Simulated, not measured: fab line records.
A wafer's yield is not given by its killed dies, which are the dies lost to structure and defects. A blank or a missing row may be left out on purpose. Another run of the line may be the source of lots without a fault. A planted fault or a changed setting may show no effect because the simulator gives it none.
Matching of chambers    flow n5-finfet    N5_BEOL_M15_DESCUM_33 on rie-diel-01: 4 sister chambers
The step chemistry O2, time 7.9 s. 16 wafers are shown with their chamber, then 8 later ones without.

## WAFERS PAIRED WITH THEIR CHAMBERS
wafer   chamber  showerhead-plenum-p-Torr (Torr)  drypump-motor-current-A (A)  throttle-valve-pct (%)
L074.1  3        2.02                             6.2                          20.50
L074.3  0        2.04                             6.3                          20.05
L074.6  3        2.02                             6.2                          20.50
L079.3  1        1.97                             5.4                          20.15
L079.5  3        2.02                             6.2                          20.52
L079.6  0        2.04                             6.4                          20.08
L078.2  2        2.10                             5.9                          20.62
L078.3  3        2.02                             6.2                          20.52
L078.6  2        2.10                             5.8                          20.62
L081.3  3        2.01                             6.2                          20.54
L081.4  1        1.97                             5.4                          20.18
L081.5  2        2.09                             5.8                          20.64
L082.2  2        2.10                             5.9                          20.65
L082.4  3        2.01                             6.2                          20.52
L082.5  2        2.09                             5.9                          20.65
L090.2  3        2.01                             6.2                          20.57

SIGNATURES (means of the wafers above)
reading                   chamber 0  chamber 1  chamber 2  chamber 3  scatter within a chamber
showerhead-plenum-p-Torr  2.0400     1.9700     2.0960     2.0157     0.00493
drypump-motor-current-A   6.350      5.400      5.860      6.200      0.0376
throttle-valve-pct        20.0650    20.1650    20.6360    20.5243    0.0212
Rule: a wafer lies at a distance from a chamber equal to the root of the sum of squares, over the readings, of (its reading less the chamber's mean, divided by the reading's scatter). If the next closest chamber is less than 2 further off than the closest, the wafer can't be placed; otherwise it belongs to the closest. The scatter: take each reading less its chamber's mean, square it, sum over the shown wafers, divide by the number of wafers less the number of chambers, and take the root.

## WAFERS MISSING THEIR CHAMBER
wafer   showerhead-plenum-p-Torr (Torr)  drypump-motor-current-A (A)  throttle-valve-pct (%)
L090.4  2.09                             5.8                          20.67
L090.5  2.01                             6.2                          20.55
L091.1  2.01                             6.2                          20.55
L091.4  2.03                             6.4                          20.12
L091.6  2.03                             6.4                          20.12
L094.1  2.03                             6.3                          20.12
L094.2  2.00                             6.2                          20.57
L094.5  2.00                             6.2                          20.57

## EACH ONE'S CHAMBER
wafer   from the rows above  in truth
L090.4  2                    2
L090.5  3                    3
L091.1  3                    3
L091.4  0                    0
L091.6  0                    0
L094.1  0                    0
L094.2  3                    3
L094.5  3                    3
8 of 8 placed correctly. Left unplaced by these rows: 0. Placed wrongly: 0.
